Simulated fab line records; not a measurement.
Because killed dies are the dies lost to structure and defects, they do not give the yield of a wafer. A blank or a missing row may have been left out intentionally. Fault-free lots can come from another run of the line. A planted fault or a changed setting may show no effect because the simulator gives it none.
What tool caused it? ; flow n5-finfet ; at 1 step of a route of 1938, 12 lots with 36 wafers sampled

WHAT EACH GAUGE READ, for each wafer
N5_BEOL_M7_OCD_MEAS_38.
lot;measured;on;trench-depth-nm (nm)
L074;day 9 19:18;ocd-01;91.0 95.5 89.2
L077;day 10 12:22;ocd-02;89.4 92.4 95.1
L081;day 11 04:47;ocd-02;95.5 94.6 90.0
L080;day 11 19:58;ocd-02;96.2 91.2 89.3
L084;day 11 22:38;ocd-01;90.0 93.2 90.6
L086;day 12 12:43;ocd-02;95.3 91.3 95.3
L090;day 13 05:04;ocd-02;92.0 89.6 89.3
L088;day 13 12:27;ocd-01;90.7 94.6 90.0
L092;day 13 20:45;ocd-02;89.2 88.8 91.6
L093;day 14 00:17;ocd-01;94.1 90.6 88.9
L095;day 15 04:23;ocd-01;95.2 91.5 90.8
L096;day 15 09:53;ocd-02;93.1 91.7 91.9

TOOL THAT RAN EACH LOT (tool first, then ch and the chambers of the sampled wafers, then the start)
No process step before these readings appears in the record.

THE ANSWER, worked out from the rows above alone
Rule: usual is defined by the lots themselves. Put in order of their means at a reading, lots are off if they are a third of the lots or fewer, leave a main group of 4 or more, and stand apart from it by a gap of 3 or more times the standard deviation of the main group's means; of several such gaps the widest counts. A main group is skipped when, at the precision printed for the reading in the tables above, its means are all equal. Also off: a lot with no number at a reading for which 4 or more lots have one. All remaining lots with rows at the step are treated as sound.
None of the lots is off at any reading shown; this tells nothing.

WHAT THE SIMULATOR PUT IN
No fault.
